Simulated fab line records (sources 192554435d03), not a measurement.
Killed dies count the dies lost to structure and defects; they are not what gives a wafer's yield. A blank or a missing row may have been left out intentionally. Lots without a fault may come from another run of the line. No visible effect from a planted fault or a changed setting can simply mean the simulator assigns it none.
Struck lot and sound lot, side by side / flow n5-finfet / 19 out of 1938 route steps
Sound: the wafers L637.1, L637.3, L637.5. Struck: wafers L648.2, L648.3 (left out: L648.1, a lot-mate that was not struck); the cause follows at the end.
Order at every step that has rows: each side's tool, ch and its chambers, its first start. Under that, the readings that differ: sound wafers / struck wafers / difference of the means / sigmas: that difference in standard deviations of wafers without a fault.
alike: readings whose means differ by less than 2 such deviations, and words and numbers that are the same on both sides. not compared: withheld readings, readings that some wafer has no value for, bounds like >300 that may hide the same value, and numbers for which the record gives no deviation and whose values overlap.
Wherever a step has rows on one side only, a row that says differs or no value, or a row with sigmas, the two part there. When numbers do not overlap yet have no deviation, they are printed without sigmas and do not part them. Lack of a reading on every wafer of one side parts them only where that side has two or more wafers.

first, 3 steps without rows for these wafers: N5_BEOL_M12_ETCH_67 (etches SiARC in CF4, target depth 143 nm, time 238.3 s); N5_BEOL_M12_ETCH_68 (etches SOC in N2/H2, time 285 s); N5_BEOL_M12_STRIP_69 (strips in N2/H2).
N5_BEOL_M12_TRENCH_ETCH_34: etches SiOC in C4F8/O2/Ar, target depth 318.95 nm, time 125.5 s.
  sound on rie-diel-03 ch 1,2,3, day 11 04:26; struck on rie-diel-05 ch 1,2, day 14 09:50
reading=oes-product-au (a.u.); sound=0.86 0.88 0.94; struck=0.79 0.70; difference=-0.15; sigmas=-2
  alike: C4F8_flow_sccm, drypump-motor-current-A, rf-fwd-power-W, rf-vpp-V, showerhead-plenum-p-Torr, throttle-valve-pct
  not compared: rf-hours-counter-h
then, 1 step without rows for these wafers: N5_BEOL_M12_STRIP_70 (strips in C4F8/O2/Ar).
N5_BEOL_M12_OCD_MEAS_35:
  sound on ocd-01 at day 11 04:35; struck on ocd-01 at day 14 09:59
  alike: trench-depth-nm
N5_BEOL_M12_STRIP_37: strips in N2/H2.
  sound on plasma-asher-02 ch 0,1, day 11 04:38; struck on plasma-asher-02 ch 0,1, day 14 10:02
  alike: drypump-motor-current-A, heater-power-w, oes-product-au
  not compared: rf-hours-counter-h
then, 3 steps without rows for these wafers: N5_BEOL_M12_ETCH_38 (etches SiCN in CF4/N2, target depth 68.7 nm, time 73.4 s); N5_BEOL_M12_PRECLEAN_39 (cleans in residue remover, time 60 s); N5_BEOL_M12_SRD_40 (time 30 s, dry time 30 s).
N5_BEOL_M12_DEGAS_41: time 60 s.
  sound on pvd-sputter-01 at day 11 05:13; struck on pvd-sputter-02 at day 14 10:39
  alike: heater-power-w
N5_BEOL_M12_PRE_CLEAN_42: time 30 s.
  sound on pvd-sputter-01 at day 11 05:15; struck on pvd-sputter-02 at day 14 10:41
  alike: heater-power-w
N5_BEOL_M12_SPUTTER_43: material TaN, target thk 15 nm, time 24.19 s.
  sound on pvd-sputter-01 at day 11 05:17; struck on pvd-sputter-02 at day 14 10:44
reading=throttle-valve-pct (%); sound=27.5 29.4 27.6; struck=30.7 29.4; difference=+1.9; sigmas=+2
reading=model.TaN_of_BEOL_M12_SPUTTER_43.thk-nm (nm); sound=14.8 14.6 14.8; struck=7.6 7.4; difference=-7.2; sigmas=
then, 1 step without rows for these wafers: N5_BEOL_M12_SPUTTER_44 (material Ta, target thk 10 nm, time 16.13 s).
N5_BEOL_M12_SPUTTER_45: material Cu, target thk 80 nm, time 13.33 s.
  sound on pvd-sputter-01 at day 11 05:27; struck on pvd-sputter-02 at day 14 10:53
reading=throttle-valve-pct (%); sound=27.3 29.4 27.6; struck=30.8 29.5; difference=+2.0; sigmas=+2
then, 2 steps without rows for these wafers: N5_BEOL_M12_ECD_47 (material Cu, target thk 720 nm); N5_BEOL_M12_ANNEAL_48 (time 90 s).
N5_BEOL_M12_CMP_49: polishes, stops on SiOC, t overpolish 20.6 s, target thk 320 nm.
  sound on cmp-01 ch 0,1,3, day 11 06:13; struck on cmp-02 ch 1,3, day 14 11:27
reading=barrier-field-endpoint-s (s); sound=28.5 30.9 31.8; struck=21.5 21.5; difference=-8.9; sigmas=-9
  alike: clearing-platen-rpm, motor-current-A
  not compared: pad-life-wafers
N5_BEOL_M12_THK_MEAS_50: measures by xrf.
  sound on film-metro-01 at day 11 06:28; struck on film-metro-02 at day 14 11:45
  alike: M12_THK

## WHERE THEY PART
Last at N5_BEOL_M12_CMP_49 as far as this record goes, first at N5_BEOL_M12_TRENCH_ETCH_34. Later steps at which nothing parts them and some readings are alike: N5_BEOL_M12_THK_MEAS_50.

WHY: the cause the simulator had injected
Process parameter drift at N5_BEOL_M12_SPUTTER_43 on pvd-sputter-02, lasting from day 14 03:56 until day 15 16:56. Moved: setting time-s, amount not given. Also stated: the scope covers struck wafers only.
